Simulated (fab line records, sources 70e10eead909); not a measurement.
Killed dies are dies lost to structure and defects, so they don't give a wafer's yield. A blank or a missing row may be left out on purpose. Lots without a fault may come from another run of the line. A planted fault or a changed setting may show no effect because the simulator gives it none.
Which tool did it? | flow nand_harc | 11 lots, 33 wafers sampled, at 5 steps of a route of 1302

WHAT THE GAUGES READ, wafer by wafer
NHARC_END_SORT_01. Usual: defect_limited_yield 92 %, standard deviation 3; killed_at_array 52, standard deviation 20; killed_at_other 1.0, standard deviation 1.3; killed_at_periphery 3.7, standard deviation 2.2; killed_dies 57, standard deviation 20; killed_open 3.2, standard deviation 1.6; killed_short 2.4, standard deviation 1.6; sort_bin_2_pct 2.9 %, standard deviation 1.4; sort_bin_3_pct 0.6 %, standard deviation 0.41; sort_bin_4_pct 4.8 %, standard deviation 1.5; sort_n_pass 620, standard deviation 20; sort_rim_yield_pct 93 %, standard deviation 3.5; sort_yield_pct 92 %, standard deviation 3.
lot  | measured     | on        | defect_limited_yield (%) | killed_at_array | killed_at_other | killed_at_periphery | killed_dies | killed_open | killed_short | sort_bin_2_pct (%) | sort_bin_3_pct (%) | sort_bin_4_pct (%) | sort_n_pass | sort_rim_yield_pct (%) | sort_yield_pct (%) | flag
L993 | day 30 06:29 | prober-01 | 94 94 93                 | 41 38 43        | 0 0 0           | 3 4 4               | 44 42 47    | 5 2 6       | 7 2 2        | 1.6 2.1 2.2        | 0.6 0.4 0.9        | 4.3 3.7 3.8        | 633 635 630 | 91 92 95               | 94 94 93           |
L994 | day 30 17:19 | prober-02 | 96 94 95                 | 25 33 29        | 0 0 0           | 2 10 4              | 27 43 33    | 1 4 4       | 0 4 2        | 1.0 1.6 1.5        | 0.6 0.3 0.1        | 2.4 4.4 3.2        | 650 634 644 | 95 94 96               | 96 94 95           |
L998 | day 32 04:54 | prober-02 | 91 92 90                 | 59 53 64        | 1 1 2           | 2 3 5               | 62 57 71    | 4 2 5       | 2 0 0        | 3.1 3.4 2.2        | 0.3 0.6 0.6        | 5.8 4.4 7.7        | 615 620 606 | 97 94 98               | 91 92 90           |
L101 | day 33 11:07 | prober-02 | 96 95 96                 | 23 26 21        | 0 0 2           | 5 5 4               | 28 31 27    | 4 1 3       | 2 0 2        | 1.3 1.0 1.3        | 0.4 0.4 0.1        | 2.4 3.1 2.5        | 649 646 650 | 96 93 96               | 96 95 96           |

WHICH TOOL RAN EACH LOT (tool, then ch and the chambers of the sampled wafers, then the start)
lot  | NHARC_A_BONDPAD_DEP_00                     | NHARC_A_BONDPAD_CMP_29        | NHARC_A_BONDPAD_DESCUM_11          | NHARC_A_BONDPAD_ETCH_34
L980 | pecvd-03 ch 0,2, day 23 02:58              | cmp-01 ch 0,1,2, day 23 03:23 | rie_diel-11 ch 2,3, day 23 04:21   | rie_diel-11 ch 1,2, day 23 04:26
L986 | pecvd-04 ch 1,2, day 25 23:56 or earlier   | cmp-03 ch 1,3, day 25 23:56   | rie_diel-11 ch 0,1,3, day 26 00:54 | rie_diel-11 ch 0,2, day 26 00:58
L993 | pecvd-03 ch 0,1, day 28 20:50              | cmp-04 ch 0,1,2, day 28 21:16 | rie_diel-11 ch 0,1,3, day 28 22:10 | rie_diel-11 ch 0,1,2, day 28 22:14
L994 | pecvd-02 ch 0,1,2, day 29 08:50 or earlier | cmp-03 ch 0,1, day 29 08:50   | rie_diel-11 ch 0,1,2, day 29 09:45 | rie_diel-11 ch 1,2, day 29 09:49
L995 | pecvd-03 ch 0,1,2, day 29 16:16            | cmp-01 ch 0,2,3, day 29 16:35 | rie_diel-11 ch 1,2,3, day 29 17:28 | rie_diel-11 ch 0,2,3, day 29 17:33
L996 | pecvd-03 ch 0,1,2, day 29 17:41            | cmp-03 ch 0,1,2, day 29 18:08 | rie_diel-11 ch 0,2,3, day 29 19:08 | rie_diel-11 ch 0,1,3, day 29 19:13
L997 | pecvd-03 ch 0,1, day 29 23:20              | cmp-03 ch 0,1,2, day 29 23:48 | rie_diel-11 ch 0,1,3, day 30 00:47 | rie_diel-11 ch 1,3, day 30 00:52
L998 | pecvd-03 ch 0,2, day 30 19:22              | cmp-03 ch 0,1,2, day 30 19:50 | rie_diel-11 ch 1,2,3, day 30 20:43 | rie_diel-11 ch 0,1, day 30 20:46
L101 | pecvd-03 ch 0,2, day 32 02:23              | cmp-04 ch 1,2, day 32 02:47   | rie_diel-04 ch 0,3, day 32 03:42   | rie_diel-04 ch 0,2,3, day 32 03:47
L100 | pecvd-04 ch 0,1,2, day 32 04:10            | cmp-04 ch 1,2, day 32 04:33   | rie_diel-11 ch 0,2, day 32 05:33   | rie_diel-04 ch 0,2, day 32 05:39
L102 | pecvd-02 ch 0,1,2, day 33 00:10            | cmp-03 ch 1,2, day 33 00:32   | rie_diel-09 ch 1,2,3, day 33 01:34 | rie_diel-09 ch 0,1, day 33 01:39
- NHARC_A_BONDPAD_DEP_00: deposits SiCN, target thk 250 nm.
- NHARC_A_BONDPAD_CMP_29: polishes SiCN, target thk 200 nm.
- NHARC_A_BONDPAD_DESCUM_11: chemistry O2, time 3 s.
- NHARC_A_BONDPAD_ETCH_34: etches the open film in N2/H2, target depth 60 nm, overetch 18 nm, time 65.91 s.

WHAT THE TOOLS THEMSELVES READ (means of the sampled wafers that have a number; where no wafer has one, the mark that the record gives instead)
NHARC_A_BONDPAD_DEP_00. Usual: heater_power_w 567 W, standard deviation 66.
lot  | tool     | heater_power_w (W) | flag
L980 | pecvd-03 | 540                |
L986 | pecvd-04 | 640                |
L993 | pecvd-03 | 536                |
L994 | pecvd-02 | 559                |
L995 | pecvd-03 | 509                |
L996 | pecvd-03 | 536                |
L997 | pecvd-03 | 549                |
L998 | pecvd-03 | 496                |
L101 | pecvd-03 | 533                |
L100 | pecvd-04 | 576                |
L102 | pecvd-02 | 546                |

NHARC_A_BONDPAD_CMP_29. Usual: motor_current_A 12.4 A, standard deviation 0.77.
lot  | tool   | motor_current_A (A) | flag
L980 | cmp-01 | 12.0                |
L986 | cmp-03 | 12.2                |
L993 | cmp-04 | 12.5                |
L994 | cmp-03 | 13.7                |
L995 | cmp-01 | 12.2                |
L996 | cmp-03 | 13.3                |
L997 | cmp-03 | 13.2                |
L998 | cmp-03 | 12.9                |
L101 | cmp-04 | 12.5                |
L100 | cmp-04 | 12.3                |
L102 | cmp-03 | 13.0                |

NHARC_A_BONDPAD_DESCUM_11. Usual: drypump_motor_current_A 5.9 A, standard deviation 0.38; o2_flow_sccm 199.9 sccm, standard deviation 0.58; oes_product_au 0.999 a.u., standard deviation 0.0083; rf_vpp_V 57.8 V, standard deviation 0.86; showerhead_plenum_p_Torr 1.91 Torr, standard deviation 0.086; throttle_valve_pct 11.310 %, standard deviation 0.0098.
lot  | tool        | drypump_motor_current_A (A) | o2_flow_sccm (sccm) | oes_product_au (a.u.) | rf_vpp_V (V) | showerhead_plenum_p_Torr (Torr) | throttle_valve_pct (%) | flag
L980 | rie_diel-11 | 6.3                         | 200.3               | 1.003                 | 57.1         | 1.84                            | 11.314                 |
L986 | rie_diel-11 | 5.8                         | 199.7               | 1.008                 | 57.3         | 1.92                            | 11.311                 |
L993 | rie_diel-11 | 5.7                         | 200.2               | 0.997                 | 57.5         | 1.92                            | 11.314                 |
L994 | rie_diel-11 | 6.1                         | 199.9               | 1.007                 | 57.3         | 1.88                            | 11.310                 |
L995 | rie_diel-11 | 5.9                         | 200.6               | 0.997                 | 57.7         | 1.86                            | 11.306                 |
L996 | rie_diel-11 | 6.0                         | 199.6               | 1.005                 | 58.3         | 1.90                            | 11.318                 |
L997 | rie_diel-11 | 5.7                         | 199.9               | 0.986                 | 58.5         | 1.92                            | 11.322                 |
L998 | rie_diel-11 | 5.9                         | 199.2               | 1.000                 | 58.1         | 1.86                            | 11.308                 |
L101 | rie_diel-04 | 6.1                         | 200.1               | 0.985                 | 57.5         | 1.92                            | 11.312                 |
L100 | rie_diel-11 | 6.2                         | 199.8               | 1.003                 | 57.3         | 1.90                            | 11.309                 |
L102 | rie_diel-09 | 5.9                         | 199.2               | 0.998                 | 57.8         | 2.00                            | 11.312                 |

NHARC_A_BONDPAD_ETCH_34. Usual: bias_w 150.0 W, standard deviation 0.46; drypump_motor_current_A 5.9 A, standard deviation 0.38; oes_product_au 0.999 a.u., standard deviation 0.0082; rf_vpp_V 430.3 V, standard deviation 2.6; run_length_s 87.3 s, standard deviation 0.47; showerhead_plenum_p_Torr 2.03 Torr, standard deviation 0.092; throttle_valve_pct 14.170 %, standard deviation 0.0098.
lot  | tool        | bias_w (W) | drypump_motor_current_A (A) | oes_product_au (a.u.) | rf_vpp_V (V) | run_length_s (s) | showerhead_plenum_p_Torr (Torr) | throttle_valve_pct (%) | flag
L980 | rie_diel-11 | 150.0      | 6.3                         | 1.009                 | 427.2        | 87.7             | 1.93                            | 14.169                 |
L986 | rie_diel-11 | 149.6      | 6.4                         | 1.010                 | 428.4        | 81.8             | 1.97                            | 14.165                 | OFF
L993 | rie_diel-11 | 149.7      | 6.1                         | 1.004                 | 429.4        | 87.6             | 2.00                            | 14.170                 |
L994 | rie_diel-11 | 150.2      | 6.0                         | 1.006                 | 428.5        | 87.7             | 1.96                            | 14.168                 |
L995 | rie_diel-11 | 149.9      | 6.1                         | 1.003                 | 430.4        | 87.2             | 2.02                            | 14.169                 |
L996 | rie_diel-11 | 149.9      | 5.7                         | 0.998                 | 430.2        | 87.5             | 2.05                            | 14.169                 |
L997 | rie_diel-11 | 149.5      | 5.6                         | 1.000                 | 431.0        | 87.4             | 2.04                            | 14.173                 |
L998 | rie_diel-11 | 150.0      | 5.8                         | 1.009                 | 430.4        | 87.7             | 2.03                            | 14.175                 |
L101 | rie_diel-04 | 149.9      | 5.9                         | 0.996                 | 431.4        | 87.3             | 2.06                            | 14.156                 |
L100 | rie_diel-04 | 149.9      | 5.7                         | 1.000                 | 431.9        | 87.3             | 2.07                            | 14.171                 |
L102 | rie_diel-09 | 149.3      | 6.1                         | 0.985                 | 429.2        | 86.7             | 1.98                            | 14.173                 |

THE ANSWER, worked out from the rows above alone
Rule: a lot is off if the mean of its wafers that have a number lies more than 3 standard deviations from the usual mean. A lot without any number at a reading at which 4 lots or more have one is off too. The other lots that the step has rows for count as sound. The gauges are gone through in route order, then the tools' own readings, and for those a lot's mean is taken as printed above. The first step at which some lot is off is used, and at that step the reading that is off furthest; a lot without a number counts as furthest.
Off: L986, at NHARC_A_BONDPAD_ETCH_34 (run_length_s).
A tool fits if, at that step or a process step before it, it ran every lot that is off, and no sound lot after the first of them. NHARC_A_BONDPAD_DEP_00 gives no start for some lots, so the hours and the order of its lots are those of NHARC_A_BONDPAD_CMP_29. None of those tried fits.

WHAT THE SIMULATOR HAD PUT IN
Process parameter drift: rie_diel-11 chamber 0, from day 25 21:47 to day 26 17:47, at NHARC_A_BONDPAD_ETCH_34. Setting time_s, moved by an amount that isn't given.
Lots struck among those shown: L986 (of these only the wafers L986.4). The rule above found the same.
